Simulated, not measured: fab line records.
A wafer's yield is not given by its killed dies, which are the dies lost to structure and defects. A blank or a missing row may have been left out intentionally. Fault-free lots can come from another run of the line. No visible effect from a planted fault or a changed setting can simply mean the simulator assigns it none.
Which of the tools did it? + flow nand harc + Sampling: 24 lots, 72 wafers, 4 of 1302 route steps

== WHAT THE GAUGES READ, wafer by wafer ==
NHARC_P_CONTACT_INSPECT_14.
| lot  | measured     | on                | raw defect count |
|------|--------------|-------------------|------------------|
| L074 | day 6 01:08  | defect inspect-02 | 0 3 2            |
| L075 | day 6 13:26  | defect inspect-02 | 4 3 0            |
| L076 | day 6 21:25  | defect inspect-01 | 0 2 3            |
| L077 | day 7 01:21  | defect inspect-02 | 2 3 3            |
| L078 | day 7 14:05  | defect inspect-01 | 10 6 4           |
| L079 | day 7 19:55  | defect inspect-01 | 7 6 11           |
| L080 | day 8 08:31  | defect inspect-02 | 6 2 2            |
| L081 | day 8 16:28  | defect inspect-02 | 5 4 12           |
| L082 | day 9 06:46  | defect inspect-02 | 5 10 8           |
| L083 | day 9 13:23  | defect inspect-02 | 1 4 5            |
| L084 | day 9 19:20  | defect inspect-02 | 2 3 4            |
| L085 | day 10 20:23 | defect inspect-02 | 3 5 0            |
| L086 | day 10 23:09 | defect inspect-02 | 4 4 2            |
| L087 | day 11 03:35 | defect inspect-01 | 6 1 1            |
| L088 | day 11 23:54 | defect inspect-02 | 1 2 2            |
| L089 | day 12 09:44 | defect inspect-01 | 2 3 4            |
| L090 | day 12 23:15 | defect inspect-01 | 5 1 3            |
| L091 | day 12 23:45 | defect inspect-02 | 4 4 6            |
| L092 | day 13 06:58 | defect inspect-02 | 3 2 2            |
| L093 | day 13 14:33 | defect inspect-01 | 5 5 4            |
| L094 | day 14 04:50 | defect inspect-02 | 2 1 2            |
| L095 | day 14 14:35 | defect inspect-01 | 6 3 5            |
| L096 | day 15 02:56 | defect inspect-02 | 15 9 13          |
| L097 | day 15 15:56 | defect inspect-02 | 7 10 6           |

== TOOL THAT RAN EACH LOT (tool first, then ch and the chambers of the sampled wafers, then the start) ==
| lot  | NHARC_P_GATE_ETCH_104              | NHARC_P_GATE_DESCUM_48             | NHARC_P_GATE_STRIP_112               |
|------|------------------------------------|------------------------------------|--------------------------------------|
| L074 | rie diel-13 ch 1,2,3, day 5 05:06  | rie diel-09 ch 1,3, day 5 16:58    | plasma asher-01 ch 0,1, day 5 19:10  |
| L075 | rie diel-04 ch 0,1, day 5 17:14    | rie diel-04 ch 0,1,2, day 6 05:17  | plasma asher-02 ch 0,1, day 6 07:27  |
| L076 | rie diel-04 ch 0,1,2, day 6 01:42  | rie diel-13 ch 1,3, day 6 13:35    | plasma asher-02 ch 0,1, day 6 15:37  |
| L077 | rie diel-09 ch 0,1,2, day 6 05:27  | rie diel-13 ch 0,1,3, day 6 17:15  | plasma asher-01 ch 0,1, day 6 19:23  |
| L078 | rie diel-13 ch 2,3, day 6 18:02    | rie diel-13 ch 0,1,3, day 7 05:59  | plasma asher-01 ch 0,1, day 7 08:08  |
| L079 | rie diel-04 ch 0,1,2, day 6 23:53  | rie diel-09 ch 0,1,3, day 7 11:43  | plasma asher-02 ch 0,1, day 7 13:53  |
| L080 | rie diel-13 ch 0,1, day 7 12:27    | rie diel-09 ch 0,1,3, day 8 00:26  | plasma asher-02 ch 1, day 8 02:40    |
| L081 | rie diel-09 ch 0,2, day 7 18:26    | rie diel-04 ch 1,3, day 8 08:19    | plasma asher-01 ch 0,1, day 8 10:26  |
| L082 | rie diel-13 ch 0,3, day 8 10:28    | rie diel-04 ch 0,1, day 8 22:23    | plasma asher-01 ch 0,1, day 9 00:56  |
| L083 | rie diel-13 ch 1,2,3, day 8 17:22  | rie diel-04 ch 0,1,2, day 9 05:17  | plasma asher-02 ch 0,1, day 9 07:28  |
| L084 | rie diel-09 ch 0,1, day 8 23:42    | rie diel-13 ch 1,3, day 9 11:29    | plasma asher-01 ch 0,1, day 9 13:36  |
| L085 | rie diel-09 ch 0,2,3, day 9 20:38  | rie diel-09 ch 1,3, day 10 12:19   | plasma asher-01 ch 0, day 10 14:23   |
| L086 | rie diel-09 ch 0,1, day 10 03:03   | rie diel-09 ch 1, day 10 15:06     | plasma asher-01 ch 0,1, day 10 17:16 |
| L087 | rie diel-09 ch 0,3, day 10 07:44   | rie diel-09 ch 1,3, day 10 19:35   | plasma asher-02 ch 0,1, day 10 21:43 |
| L088 | rie diel-13 ch 1,2, day 11 04:02   | rie diel-13 ch 1,2,3, day 11 15:55 | plasma asher-01 ch 0,1, day 11 18:05 |
| L089 | rie diel-13 ch 1,2,3, day 11 14:02 | rie diel-09 ch 1,2,3, day 12 01:44 | plasma asher-01 ch 0,1, day 12 03:54 |
| L090 | rie diel-04 ch 1,2, day 12 03:10   | rie diel-09 ch 2,3, day 12 15:07   | plasma asher-01 ch 0, day 12 17:17   |
| L091 | rie diel-09 ch 0,1,3, day 12 03:49 | rie diel-09 ch 0,3, day 12 15:43   | plasma asher-02 ch 0,1, day 12 17:45 |
| L092 | rie diel-09 ch 1,2,3, day 12 11:10 | rie diel-04 ch 1,2,3, day 12 22:58 | plasma asher-02 ch 0,1, day 13 01:13 |
| L093 | rie diel-09 ch 2,3, day 12 18:31   | rie diel-13 ch 1,3, day 13 06:25   | plasma asher-02 ch 0,1, day 13 08:42 |
| L094 | rie diel-13 ch 0,2,3, day 13 08:29 | rie diel-04 ch 1,2,3, day 13 20:51 | plasma asher-01 ch 0,1, day 13 23:05 |
| L095 | rie diel-09 ch 1,2,3, day 13 18:50 | rie diel-13 ch 1,2,3, day 14 06:37 | plasma asher-01 ch 0,1, day 14 08:44 |
| L096 | rie diel-04 ch 1,2,3, day 14 07:05 | rie diel-04 ch 1,2,3, day 14 18:54 | plasma asher-01 ch 0,1, day 14 21:01 |
| L097 | rie diel-09 ch 1,3, day 14 20:06   | rie diel-09 ch 1,2,3, day 15 07:47 | plasma asher-02 ch 1, day 15 09:57   |
- NHARC_P_GATE_ETCH_104: etches the open film in CF4/CHF3, target depth 60 nm.
- NHARC_P_GATE_DESCUM_48: chemistry O2, time 3 s.
- NHARC_P_GATE_STRIP_112: strips in N2/H2, time 200 s.

== WHAT THE TOOLS THEMSELVES READ (means of the sampled wafers that have a number; where no wafer has one, the mark that the record gives instead) ==
NHARC_P_GATE_ETCH_104.
| lot  | tool        | bias w (W) | drypump motor current A (A) | oes product au (a.u.) | rf vpp V (V) | showerhead plenum p Torr (Torr) | throttle valve pct (%) |
|------|-------------|------------|-----------------------------|-----------------------|--------------|---------------------------------|------------------------|
| L074 | rie diel-13 | 200.0      | 5.2                         | 0.956                 | 373.2        | 1.63                            | 16.793                 |
| L075 | rie diel-04 | 200.1      | 5.6                         | 0.919                 | 372.5        | 1.62                            | 16.802                 |
| L076 | rie diel-04 | 200.9      | 5.9                         | 0.966                 | 371.2        | 1.58                            | 16.808                 |
| L077 | rie diel-09 | 200.0      | 5.9                         | 0.935                 | 368.6        | 1.50                            | 16.796                 |
| L078 | rie diel-13 | 200.1      | 5.1                         | 0.974                 | 373.0        | 1.63                            | 16.802                 |
| L079 | rie diel-04 | 199.4      | 6.0                         | 0.922                 | 370.4        | 1.58                            | 16.797                 |
| L080 | rie diel-13 | 199.8      | 5.7                         | 0.935                 | 370.4        | 1.57                            | 16.788                 |
| L081 | rie diel-09 | 199.6      | 5.8                         | 0.972                 | 368.4        | 1.50                            | 16.800                 |
| L082 | rie diel-13 | 200.1      | 5.2                         | 0.971                 | 372.2        | 1.61                            | 16.796                 |
| L083 | rie diel-13 | 199.6      | 5.2                         | 0.970                 | 372.8        | 1.63                            | 16.803                 |
| L084 | rie diel-09 | 200.0      | 6.2                         | 0.961                 | 368.1        | 1.52                            | 16.798                 |
| L085 | rie diel-09 | 200.0      | 5.8                         | 0.959                 | 370.2        | 1.57                            | 16.807                 |
| L086 | rie diel-09 | 200.2      | 5.9                         | 0.974                 | 368.3        | 1.49                            | 16.794                 |
| L087 | rie diel-09 | 200.5      | 5.7                         | 0.953                 | 371.7        | 1.63                            | 16.794                 |
| L088 | rie diel-13 | 200.2      | 5.5                         | 0.959                 | 371.5        | 1.61                            | 16.796                 |
| L089 | rie diel-13 | 200.4      | 5.2                         | 0.967                 | 372.4        | 1.63                            | 16.792                 |
| L090 | rie diel-04 | 200.0      | 6.1                         | 0.953                 | 369.3        | 1.55                            | 16.807                 |
| L091 | rie diel-09 | 200.2      | 5.8                         | 0.926                 | 370.0        | 1.56                            | 16.811                 |
| L092 | rie diel-09 | 200.2      | 5.5                         | 0.916                 | 369.4        | 1.54                            | 16.803                 |
| L093 | rie diel-09 | 200.3      | 5.4                         | 0.918                 | 372.6        | 1.61                            | 16.798                 |
| L094 | rie diel-13 | 200.2      | 5.4                         | 0.922                 | 371.4        | 1.58                            | 16.794                 |
| L095 | rie diel-09 | 200.0      | 5.5                         | 0.952                 | 368.5        | 1.54                            | 16.805                 |
| L096 | rie diel-04 | 200.0      | 6.1                         | 0.953                 | 370.3        | 1.54                            | 16.798                 |
| L097 | rie diel-09 | 199.1      | 5.6                         | 0.971                 | 369.0        | 1.54                            | 16.803                 |

NHARC_P_GATE_DESCUM_48.
| lot  | tool        | drypump motor current A (A) | oes product au (a.u.) | rf vpp V (V) | showerhead plenum p Torr (Torr) | throttle valve pct (%) |
|------|-------------|-----------------------------|-----------------------|--------------|---------------------------------|------------------------|
| L074 | rie diel-09 | 5.6                         | 0.990                 | 58.2         | 1.88                            | 11.312                 |
| L075 | rie diel-04 | 5.9                         | 0.993                 | 57.7         | 1.93                            | 11.302                 |
| L076 | rie diel-13 | 5.0                         | 1.012                 | 58.4         | 2.02                            | 11.315                 |
| L077 | rie diel-13 | 5.4                         | 1.007                 | 57.9         | 1.96                            | 11.313                 |
| L078 | rie diel-13 | 5.3                         | 1.008                 | 58.7         | 1.96                            | 11.317                 |
| L079 | rie diel-09 | 5.8                         | 1.008                 | 57.8         | 1.91                            | 11.316                 |
| L080 | rie diel-09 | 5.8                         | 0.995                 | 58.3         | 1.90                            | 11.309                 |
| L081 | rie diel-04 | 5.8                         | 0.995                 | 58.9         | 1.92                            | 11.297                 |
| L082 | rie diel-04 | 5.5                         | 0.993                 | 57.6         | 2.01                            | 11.317                 |
| L083 | rie diel-04 | 6.0                         | 0.996                 | 57.5         | 1.93                            | 11.319                 |
| L084 | rie diel-13 | 5.2                         | 0.996                 | 59.4         | 2.02                            | 11.305                 |
| L085 | rie diel-09 | 5.6                         | 0.997                 | 57.6         | 1.88                            | 11.310                 |
| L086 | rie diel-09 | 5.8                         | 1.007                 | 56.7         | 1.79                            | 11.303                 |
| L087 | rie diel-09 | 5.6                         | 1.001                 | 58.0         | 1.88                            | 11.319                 |
| L088 | rie diel-13 | 5.2                         | 1.001                 | 57.2         | 1.99                            | 11.311                 |
| L089 | rie diel-09 | 5.6                         | 0.993                 | 57.2         | 1.88                            | 11.312                 |
| L090 | rie diel-09 | 5.5                         | 0.984                 | 58.5         | 1.89                            | 11.310                 |
| L091 | rie diel-09 | 5.7                         | 0.993                 | 58.3         | 1.99                            | 11.307                 |
| L092 | rie diel-04 | 6.2                         | 0.995                 | 57.7         | 1.86                            | 11.310                 |
| L093 | rie diel-13 | 5.2                         | 0.989                 | 59.1         | 2.02                            | 11.317                 |
| L094 | rie diel-04 | 6.2                         | 0.993                 | 57.9         | 1.86                            | 11.309                 |
| L095 | rie diel-13 | 5.2                         | 0.996                 | 58.6         | 1.99                            | 11.315                 |
| L096 | rie diel-04 | 6.1                         | 0.994                 | 57.3         | 1.86                            | 11.305                 |
| L097 | rie diel-09 | 5.5                         | 0.988                 | 58.1         | 1.88                            | 11.314                 |

NHARC_P_GATE_STRIP_112.
| lot  | tool            | drypump motor current A (A) | heater power w (W) | rf refl power W (W) |
|------|-----------------|-----------------------------|--------------------|---------------------|
| L074 | plasma asher-01 | 5.8                         | 89                 | 11                  |
| L075 | plasma asher-02 | 5.5                         | 96                 | 13                  |
| L076 | plasma asher-02 | 5.5                         | 92                 | 13                  |
| L077 | plasma asher-01 | 5.8                         | 87                 | 11                  |
| L078 | plasma asher-01 | 6.0                         | 95                 | 12                  |
| L079 | plasma asher-02 | 5.5                         | 95                 | 14                  |
| L080 | plasma asher-02 | 5.2                         | 87                 | 21                  |
| L081 | plasma asher-01 | 5.7                         | 85                 | 10                  |
| L082 | plasma asher-01 | 5.8                         | 85                 | 11                  |
| L083 | plasma asher-02 | 5.4                         | 93                 | 18                  |
| L084 | plasma asher-01 | 6.0                         | 95                 | 12                  |
| L085 | plasma asher-01 | 6.2                         | 104                | 13                  |
| L086 | plasma asher-01 | 6.0                         | 94                 | 12                  |
| L087 | plasma asher-02 | 5.4                         | 91                 | 17                  |
| L088 | plasma asher-01 | 5.7                         | 85                 | 11                  |
| L089 | plasma asher-01 | 6.0                         | 95                 | 12                  |
| L090 | plasma asher-01 | 6.3                         | 103                | 13                  |
| L091 | plasma asher-02 | 5.5                         | 92                 | 14                  |
| L092 | plasma asher-02 | 5.5                         | 92                 | 14                  |
| L093 | plasma asher-02 | 5.5                         | 93                 | 13                  |
| L094 | plasma asher-01 | 5.7                         | 86                 | 11                  |
| L095 | plasma asher-01 | 6.0                         | 94                 | 12                  |
| L096 | plasma asher-01 | 6.0                         | 95                 | 12                  |
| L097 | plasma asher-02 | 5.2                         | 91                 | 21                  |

== THE ANSWER, worked out from the rows above alone ==
Rule: the lots themselves supply what counts as usual. Put in order of their means at a reading, lots are off if they are a third of the lots or fewer, leave a main group of 4 or more, and stand apart from it by a gap of 3 or more times the standard deviation of the main group's means; of several such gaps the widest counts. If all means in a main group match to the digits the tables above print for the reading, that group is not used. Also off: a lot with no number at a reading for which 4 or more lots have one. All remaining lots with rows at the step are treated as sound. Order of review: gauges by route order, followed by the tools' own readings, for which a lot's mean as printed above is used. At the first step where some lot is off, the reading lying furthest off is the one used; lots without a number count as furthest.
Across all readings shown, no lot is off: no conclusion can be drawn from this.

== WHAT THE SIMULATOR PUT IN ==
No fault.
